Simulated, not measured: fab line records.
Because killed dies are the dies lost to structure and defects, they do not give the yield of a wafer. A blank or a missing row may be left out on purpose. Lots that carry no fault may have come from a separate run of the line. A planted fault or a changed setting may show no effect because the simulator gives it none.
Matching of chambers | flow nand-harc | NHARC_A_M0_DESCUM_14 on rie-diel-05 has 4 sister chambers
The step chemistry O2, time 3 s. 14 wafers are shown with their chamber, then 7 later ones without.

== WAFERS WITH THEIR CHAMBER ==
wafer  | chamber | drypump-motor-current-A (A) | oes-product-au (a.u.) | rf-vpp-V (V)
L075.2 | 1       | 6.2                         | 1.006                 | 57.2
L075.5 | 0       | 5.4                         | 0.982                 | 58.1
L075.6 | 3       | 6.0                         | 1.005                 | 58.7
L082.1 | 0       | 5.4                         | 0.971                 | 58.0
L082.2 | 1       | 6.2                         | 0.995                 | 57.3
L082.5 | 1       | 6.2                         | 0.995                 | 57.5
L085.1 | 2       | 6.2                         | 0.992                 | 56.3
L085.2 | 0       | 5.4                         | 0.983                 | 57.8
L085.4 | 3       | 6.0                         | 1.005                 | 57.9
L087.1 | 3       | 6.0                         | 1.010                 | 58.6
L087.4 | 2       | 6.2                         | 1.009                 | 58.0
L087.6 | 3       | 6.0                         | 1.000                 | 58.3
L088.1 | 0       | 5.4                         | 0.981                 | 58.5
L088.2 | 2       | 6.1                         | 1.011                 | 57.2

SIGNATURES, as means of the wafers listed above
reading                 | chamber 0 | chamber 1 | chamber 2 | chamber 3 | scatter within a chamber
drypump-motor-current-A | 5.400     | 6.200     | 6.167     | 6.000     | 0.0258
oes-product-au          | 0.97925   | 0.99867   | 1.00400   | 1.00500   | 0.00664
rf-vpp-V                | 58.100    | 57.333    | 57.167    | 58.375    | 0.463
Rule: for each reading, subtract the chamber's mean from the wafer's reading, divide by that reading's scatter and square the result; add these up over the readings and take the root, which gives the wafer's distance from the chamber. If the next closest chamber is less than 2 further off than the closest, the wafer can't be placed; otherwise it belongs to the closest. How the scatter is found: for the shown wafers, subtract from each reading the mean of its chamber, square and add these, divide the total by (wafers less chambers), then take the root.

== WAFERS MISSING THEIR CHAMBER ==
wafer  | drypump-motor-current-A (A) | oes-product-au (a.u.) | rf-vpp-V (V)
L088.5 | 5.4                         | 0.982                 | 57.7
L091.1 | 5.4                         | 0.988                 | 57.1
L091.2 | 6.0                         | 0.995                 | 57.9
L091.3 | 6.2                         | 0.991                 | 57.8
L092.4 | 5.4                         | 0.984                 | 59.3
L092.5 | 6.0                         | 1.008                 | 58.2
L092.6 | 6.2                         | 0.996                 | 57.4

== WHICH CHAMBER EACH WENT THROUGH ==
wafer  | from the rows above     | in truth
L088.5 | 0                       | 0
L091.1 | 0                       | 0
L091.2 | 3                       | 3
L091.3 | can't be placed: 1 or 2 | 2
L092.4 | 0                       | 0
L092.5 | 3                       | 3
L092.6 | can't be placed: 1 or 2 | 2
Correct placement for 5 of the 7. Not placeable from these rows: 2 (in 2, the candidates include the true chamber). Wrongly placed: 0.
